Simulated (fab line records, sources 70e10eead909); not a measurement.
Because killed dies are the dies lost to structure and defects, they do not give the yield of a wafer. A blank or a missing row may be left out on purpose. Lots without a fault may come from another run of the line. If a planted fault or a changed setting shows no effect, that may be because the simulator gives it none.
Chamber matching + flow nand-harc + NHARC_P_STI_ETCH_15 on rie-si-01 has 4 sister chambers
The step etches the open film in HBr/Cl2, target depth 300 nm, time 100.1 s. 16 wafers are shown with their chamber, then 8 later ones without.

== EACH WAFER AND ITS CHAMBER ==
| wafer  | chamber | oes-product-au (a.u.) | throttle-valve-pct (%) | hbr-flow-sccm (sccm) |
|--------|---------|-----------------------|------------------------|----------------------|
| L912.3 | 3       | 0.985                 | 26.401                 | 150.2                |
| L912.4 | 1       | 1.000                 | 26.404                 | 150.2                |
| L912.5 | 1       | 1.000                 | 26.395                 | 149.7                |
| L914.1 | 2       | 1.013                 | 26.398                 | 149.4                |
| L914.4 | 1       | 1.001                 | 26.409                 | 150.7                |
| L914.5 | 1       | 0.999                 | 26.409                 | 151.0                |
| L915.2 | 0       | 0.975                 | 26.390                 | 149.5                |
| L915.3 | 3       | 0.972                 | 26.403                 | 150.4                |
| L915.4 | 2       | 1.011                 | 26.400                 | 149.3                |
| L917.1 | 2       | 1.012                 | 26.402                 | 150.9                |
| L917.3 | 0       | 0.971                 | 26.400                 | 150.2                |
| L917.6 | 2       | 1.013                 | 26.416                 | 150.3                |
| L919.1 | 2       | 1.021                 | 26.407                 | 150.2                |
| L919.2 | 0       | 0.970                 | 26.398                 | 150.6                |
| L919.5 | 2       | 1.014                 | 26.407                 | 149.7                |
| L927.1 | 3       | 0.997                 | 26.418                 | 150.9                |

SIGNATURES (averages over the wafers above)
| reading            | chamber 0 | chamber 1 | chamber 2 | chamber 3 | scatter within a chamber |
|--------------------|-----------|-----------|-----------|-----------|--------------------------|
| oes-product-au     | 0.97200   | 1.00000   | 1.01400   | 0.98467   | 0.00572                  |
| throttle-valve-pct | 26.39600  | 26.40425  | 26.40500  | 26.40733  | 0.0069                   |
| hbr-flow-sccm      | 150.100   | 150.400   | 149.967   | 150.500   | 0.558                    |
Rule: a wafer's distance from a chamber is the root of the sum, over the readings, of the square of ((its reading less the chamber's mean) divided by the reading's scatter). The wafer belongs to the nearest chamber; if the next one is less than 2 further off, it can't be placed. The scatter is the square root of a quotient: the sum, over the shown wafers, of each reading's squared deviation from its chamber's mean, divided by wafers minus chambers.

== WAFERS WITH NO CHAMBER GIVEN ==
| wafer  | oes-product-au (a.u.) | throttle-valve-pct (%) | hbr-flow-sccm (sccm) |
|--------|-----------------------|------------------------|----------------------|
| L927.4 | 1.024                 | 26.418                 | 150.2                |
| L927.5 | 1.021                 | 26.425                 | 149.8                |
| L930.1 | 1.011                 | 26.399                 | 150.6                |
| L930.2 | 1.013                 | 26.414                 | 149.1                |
| L930.4 | 0.992                 | 26.409                 | 149.1                |
| L931.1 | 1.027                 | 26.421                 | 150.3                |
| L931.2 | 1.028                 | 26.420                 | 150.5                |
| L931.5 | 1.006                 | 26.406                 | 149.9                |

== WHICH CHAMBER EACH ONE RAN IN ==
| wafer  | from the rows above               | in truth                   |
|--------|-----------------------------------|----------------------------|
| L927.4 | 2                                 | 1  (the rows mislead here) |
| L927.5 | can't be placed: 2 or 1           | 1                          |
| L930.1 | can't be placed: 2 or 1           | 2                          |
| L930.2 | can't be placed: 2 or 1           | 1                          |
| L930.4 | can't be placed: 1 or 3 or 2 or 0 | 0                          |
| L931.1 | 2                                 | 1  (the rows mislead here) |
| L931.2 | can't be placed: 2 or 1           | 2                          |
| L931.5 | can't be placed: 1 or 2           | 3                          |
Correct placement for 0 of the 8. Can't be placed from these rows: 6 (the true chamber is among the candidates in 5). 2 placed wrongly.
